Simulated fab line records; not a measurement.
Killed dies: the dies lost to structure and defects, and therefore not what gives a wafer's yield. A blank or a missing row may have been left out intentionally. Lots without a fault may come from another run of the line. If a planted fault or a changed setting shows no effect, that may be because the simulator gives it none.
Which of the tools did it? + flow nandHarc + 6 lots with 18 wafers sampled at 3 steps, on a route of 1159 steps

== WHAT EACH GAUGE READ, for each wafer ==
NHARC_P_ZERO_WELL_CD_MEAS_24: the cd target is 720 nm.
| lot  | measured    | on       | cdNm (nm)         |
|------|-------------|----------|-------------------|
| L968 | day 2 02:37 | cdSem-02 | 719.5 718.6 720.8 |
| L970 | day 2 14:28 | cdSem-03 | 718.4 719.5 719.0 |
| L975 | day 3 20:35 | cdSem-03 | 717.2 716.5 720.8 |
| L979 | day 4 20:36 | cdSem-02 | 721.4 722.6 722.1 |
| L981 | day 5 08:28 | cdSem-01 | 721.1 719.0 719.7 |
| L988 | day 7 02:35 | cdSem-02 | 720.8 718.5 721.7 |

== TOOL THAT RAN EACH LOT (tool first, then ch and the chambers of the sampled wafers, then the start) ==
| lot  | NHARC_P_ZERO_WELL_ETCH_62                   | NHARC_P_ZERO_WELL_EXPOSE_21     |
|------|---------------------------------------------|---------------------------------|
| L968 | rieDiel-03 ch 0,2,3, day 2 02:27 or earlier | krfScanner-01 ch 0, day 2 02:27 |
| L970 | rieDiel-09 ch 1,2,3, day 2 14:19 or earlier | krfScanner-01 ch 0, day 2 14:19 |
| L975 | rieDiel-03 ch 0,2,3, day 3 20:26 or earlier | krfScanner-01 ch 0, day 3 20:26 |
| L979 | rieDiel-10 ch 0,2,3, day 4 20:26 or earlier | krfScanner-01 ch 0, day 4 20:26 |
| L981 | rieDiel-10 ch 0,2,3, day 5 08:18 or earlier | krfScanner-03 ch 0, day 5 08:18 |
| L988 | rieDiel-03 ch 0,1,3, day 7 02:26 or earlier | krfScanner-01 ch 0, day 7 02:26 |
- NHARC_P_ZERO_WELL_ETCH_62: etches the open film in CHF3/Ar, target depth 13 nm, time 6.5 s.
- NHARC_P_ZERO_WELL_EXPOSE_21: exposes mask P NWELL, target cd 720 nm.

== THE ANSWER, worked out from the rows above alone ==
Rule: the lots themselves supply what counts as usual. The widest of any qualifying gaps counts: lots, ordered by their means at a reading, are off when they make up no more than a third of the lots, leave a main group of 4 or more, and stand apart from it by 3 or more times the standard deviation of that group's means. The tables above print the reading to a certain number of digits; a main group whose means all agree to those digits is not used. A lot without any number at a reading at which 4 lots or more have one is off too. Where the step has rows for the other lots, those lots are counted as sound.
Across all readings shown, no lot is off: no conclusion can be drawn from this.

== WHAT THE SIMULATOR HAD INSERTED ==
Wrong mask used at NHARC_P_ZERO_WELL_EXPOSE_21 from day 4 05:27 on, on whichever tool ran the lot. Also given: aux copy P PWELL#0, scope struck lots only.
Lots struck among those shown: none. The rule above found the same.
